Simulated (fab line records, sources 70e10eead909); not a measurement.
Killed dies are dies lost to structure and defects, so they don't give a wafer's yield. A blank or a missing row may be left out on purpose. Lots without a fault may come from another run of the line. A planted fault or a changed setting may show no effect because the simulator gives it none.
Which tool did it? | flow nand_harc | 24 lots, 72 wafers sampled, at 2 steps of a route of 1302

WHAT THE GAUGES READ, wafer by wafer
NHARC_P_M0_CD_MEAS_16.
lot  | measured     | on        | cd_nm (nm)
L074 | day 6 12:58  | cd_sem-03 | 90.9 89.6 90.1
L075 | day 6 17:53  | cd_sem-01 | 89.3 89.7 90.3
L076 | day 7 07:21  | cd_sem-03 | 87.9 87.5 87.4
L077 | day 7 14:31  | cd_sem-02 | 91.1 90.7 89.9
L078 | day 8 01:20  | cd_sem-03 | 91.7 89.6 92.4
L079 | day 8 02:32  | cd_sem-01 | 91.4 89.6 93.0
L080 | day 8 12:16  | cd_sem-01 | 89.2 89.3 89.0
L081 | day 9 05:25  | cd_sem-03 | 89.6 88.5 89.5
L082 | day 9 07:51  | cd_sem-03 | 89.8 91.3 92.3
L083 | day 10 04:16 | cd_sem-01 | 88.8 91.3 90.2
L084 | day 10 07:41 | cd_sem-01 | 91.0 89.5 90.1
L085 | day 10 20:32 | cd_sem-02 | 90.4 90.4 91.4
L086 | day 11 00:04 | cd_sem-02 | 90.0 91.6 91.5
L087 | day 11 22:03 | cd_sem-02 | 88.7 89.8 88.4
L088 | day 12 09:59 | cd_sem-03 | 90.0 89.4 90.4
L089 | day 12 15:39 | cd_sem-01 | 91.6 90.0 89.5
L090 | day 13 10:49 | cd_sem-02 | 91.7 88.8 89.2
L091 | day 13 11:23 | cd_sem-02 | 90.7 91.0 88.7
L092 | day 13 19:55 | cd_sem-03 | 89.2 90.1 90.9
L093 | day 14 04:00 | cd_sem-01 | 90.4 89.9 89.1
L095 | day 15 01:35 | cd_sem-01 | 90.5 88.9 89.0
L094 | day 15 01:46 | cd_sem-02 | 92.3 90.9 91.1
L096 | day 15 03:41 | cd_sem-03 | 91.5 90.2 90.1
L097 | day 15 15:59 | cd_sem-01 | 91.5 90.3 90.5

WHICH TOOL RAN EACH LOT (tool, then ch and the chambers of the sampled wafers, then the start)
lot  | NHARC_P_M0_ETCH_15
L074 | rie_diel-04 ch 1,2, day 6 12:58 or earlier
L075 | rie_diel-04 ch 2,3, day 6 17:53 or earlier
L076 | rie_diel-02 ch 0,1,3, day 7 07:21 or earlier
L077 | rie_diel-04 ch 1,2,3, day 7 14:31 or earlier
L078 | rie_diel-04 ch 0,1, day 8 01:20 or earlier
L079 | rie_diel-04 ch 1,2,3, day 8 02:32 or earlier
L080 | rie_diel-02 ch 1,2, day 8 12:16 or earlier
L081 | rie_diel-04 ch 2,3, day 9 05:25 or earlier
L082 | rie_diel-04 ch 0,1, day 9 07:51 or earlier
L083 | rie_diel-03 ch 0,1,3, day 10 04:16 or earlier
L084 | rie_diel-04 ch 1,2,3, day 10 07:41 or earlier
L085 | rie_diel-03 ch 0,2,3, day 10 20:32 or earlier
L086 | rie_diel-03 ch 0,1,3, day 11 00:04 or earlier
L087 | rie_diel-04 ch 0,2,3, day 11 22:03 or earlier
L088 | rie_diel-02 ch 0,3, day 12 09:59 or earlier
L089 | rie_diel-04 ch 0,1,2, day 12 15:39 or earlier
L090 | rie_diel-04 ch 0,1, day 13 10:49 or earlier
L091 | rie_diel-03 ch 0,1,2, day 13 11:23 or earlier
L092 | rie_diel-04 ch 0,1, day 13 19:55 or earlier
L093 | rie_diel-02 ch 1,2,3, day 14 04:00 or earlier
L095 | rie_diel-02 ch 2,3, day 15 01:35 or earlier
L094 | rie_diel-04 ch 0,2,3, day 15 01:46 or earlier
L096 | rie_diel-04 ch 0,2,3, day 15 03:41 or earlier
L097 | rie_diel-04 ch 1,2,3, day 15 15:59 or earlier
- NHARC_P_M0_ETCH_15: etches the open film in C4F8/Ar, target depth 150 nm, overetch 15 nm, time 82.5 s.

WHAT THE TOOLS THEMSELVES READ (means of the sampled wafers that have a number; where no wafer has one, the mark that the record gives instead)
NHARC_P_M0_ETCH_15.
lot  | tool        | oes_product_au (a.u.) | rf_vpp_V (V)
L074 | rie_diel-04 | 0.942                 | 443.7
L075 | rie_diel-04 | 0.999                 | 440.3
L076 | rie_diel-02 | 0.965                 | 439.5
L077 | rie_diel-04 | 0.956                 | 441.6
L078 | rie_diel-04 | 0.960                 | 440.0
L079 | rie_diel-04 | 0.962                 | 442.8
L080 | rie_diel-02 | 0.924                 | 441.9
L081 | rie_diel-04 | 0.969                 | 442.1
L082 | rie_diel-04 | 0.974                 | 439.9
L083 | rie_diel-03 | 0.960                 | 441.3
L084 | rie_diel-04 | 0.962                 | 442.5
L085 | rie_diel-03 | 0.909                 | 440.3
L086 | rie_diel-03 | 0.936                 | 442.1
L087 | rie_diel-04 | 0.924                 | 439.8
L088 | rie_diel-02 | 0.956                 | 440.1
L089 | rie_diel-04 | 0.980                 | 441.1
L090 | rie_diel-04 | 0.959                 | 441.9
L091 | rie_diel-03 | 0.954                 | 440.8
L092 | rie_diel-04 | 0.972                 | 439.9
L093 | rie_diel-02 | 0.953                 | 440.6
L095 | rie_diel-02 | 0.925                 | 442.7
L094 | rie_diel-04 | 0.950                 | 440.4
L096 | rie_diel-04 | 0.967                 | 439.8
L097 | rie_diel-04 | 0.964                 | 441.4

THE ANSWER, worked out from the rows above alone
Rule: what is usual is taken from the lots themselves. Put in order of their means at a reading, lots are off if they are a third of the lots or fewer, leave a main group of 4 or more, and stand apart from it by a gap of 3 or more times the standard deviation of the main group's means; of several such gaps the widest counts. A main group whose means are all the same, to the digits that the tables above print for the reading, isn't used. A lot without any number at a reading at which 4 lots or more have one is off too. The other lots that the step has rows for count as sound. The gauges are gone through in route order, then the tools' own readings, and for those a lot's mean is taken as printed above. The first step at which some lot is off is used, and at that step the reading that is off furthest; a lot without a number counts as furthest.
No lot is off at any reading shown: from this, nothing can be told.

WHAT THE SIMULATOR HAD PUT IN
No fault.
